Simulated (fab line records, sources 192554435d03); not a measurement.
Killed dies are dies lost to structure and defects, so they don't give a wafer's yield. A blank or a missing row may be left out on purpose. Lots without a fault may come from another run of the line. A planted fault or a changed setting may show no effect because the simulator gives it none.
One fault seen from 3 desks | flow n5_finfet | each desk has only its own numbers; what lay behind them comes last

THE DEFECT DESK
What the inspections along the route counted, lot by lot: means of the sampled wafers that have a number. A lot is out of limits, marked OUT, if its mean lies more than 4 standard deviations from the usual mean; the brackets give that distance.
Columns: A = raw_defect_count at N5_SD_EPI_N_INSPECT_11, usual 2.2
lot  | first seen here | A
L298 | day 3 17:50     | 2.3
L301 | day 4 14:55     | 2.3
L306 | day 5 21:40     | 1.7
L309 | day 6 10:50     | 3.0
L313 | day 7 13:55     | 2.7
This desk's finding: nothing out of limits on any of the 5 lots.

THE METROLOGY DESK
What the gauges read, lot by lot, whatever tool the lot ran on: means of the sampled wafers that have a number. A lot is out of limits, marked OUT, if its mean lies more than 4 standard deviations from the usual mean; the brackets give that distance. Of its 12 readings 7 are shown: those that lie furthest out on some lot.
Columns: A = cd_nm at N5_SD_EPI_N_CD_MEAS_09, usual 119.6 nm; B = SD_N_BLK_OVL at N5_SD_EPI_N_OVL_MEAS_10, usual 0.2 nm; C = IOFF_P at N5_BEOL_M4_RC_MEAS_101, usual 0.21 nA/um; D = ION_N at N5_BEOL_M4_RC_MEAS_101, usual 674 uA/um; E = ION_P at N5_BEOL_M4_RC_MEAS_101, usual 462 uA/um; F = SS_N at N5_BEOL_M4_RC_MEAS_101, usual 71.6 mV/dec; G = VT_N at N5_BEOL_M4_RC_MEAS_101, usual 249 mV
lot  | first seen here | A     | B    | C    | D   | E   | F    | G
L298 | day 3 17:47     | 120.5 | -0.3 | 0.28 | 689 | 472 | 71.6 | 245
L301 | day 4 14:52     | 118.9 | 1.8  | 0.18 | 677 | 458 | 71.3 | 248
L306 | day 5 21:37     | 120.2 | -0.7 | 0.23 | 670 | 468 | 71.7 | 250
L309 | day 6 10:47     | 120.9 | 0.0  | 0.20 | 653 | 453 | 71.3 | 254
L313 | day 7 13:51     | 120.1 | 0.3  | 0.22 | 683 | 474 | 70.6 | 245
This desk's finding: nothing out of limits on any of the 5 lots.

THE TOOL OWNER'S DESK: rie_diel-03
The tool's own readings at N5_SD_EPI_N_ETCH_35 (etches SOC in N2/H2, overetch 108 nm, time 486 s): means of the sampled wafers that have a number, for each lot that ran on this tool. A lot is out of limits, marked OUT, if its mean lies more than 4 standard deviations from the usual mean; the brackets give that distance.
Columns: A = drypump_motor_current_A at N5_SD_EPI_N_ETCH_35, usual 5.66 A; B = oes_product_au at N5_SD_EPI_N_ETCH_35, usual 0.68 a.u.; C = rf_fwd_power_W at N5_SD_EPI_N_ETCH_35, usual 2997 W; D = rf_vpp_V at N5_SD_EPI_N_ETCH_35, usual 240.8 V; E = showerhead_plenum_p_Torr at N5_SD_EPI_N_ETCH_35, usual 2.55 Torr; F = throttle_valve_pct at N5_SD_EPI_N_ETCH_35, usual 23.94 %
lot  | first seen here | A    | B    | C              | D                | E    | F
L301 | day 4 15:02     | 5.90 | 0.71 | 2989           | 240.7            | 2.58 | 23.78
L306 | day 5 22:10     | 5.61 | 0.71 | 3468 (+58) OUT | 229.0 (-9.8) OUT | 2.45 | 23.43
This desk's finding: out of limits on L306; first on L306, day 5 22:10 (rf_fwd_power_W at N5_SD_EPI_N_ETCH_35). In limits: L301.

PUT TOGETHER
The tool owner's desk could have raised an alarm at day 5 22:10, on L306.
The defect desk saw nothing out of limits.
The metrology desk saw nothing out of limits.
The defect desk has L306 on record, within its limits.
The metrology desk has L306 on record, within its limits.
Of the lots named, all ran N5_SD_EPI_N_ETCH_35 on rie_diel-03.

WHAT THE SIMULATOR HAD PUT IN
Process parameter drift: rie_diel-03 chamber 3, from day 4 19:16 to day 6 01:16, at N5_SD_EPI_N_ETCH_35. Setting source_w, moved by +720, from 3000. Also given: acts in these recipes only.
Lots struck among those shown: L306.
Hours from the fault's start to each desk's first reading out of limits: the tool owner's desk, 27.
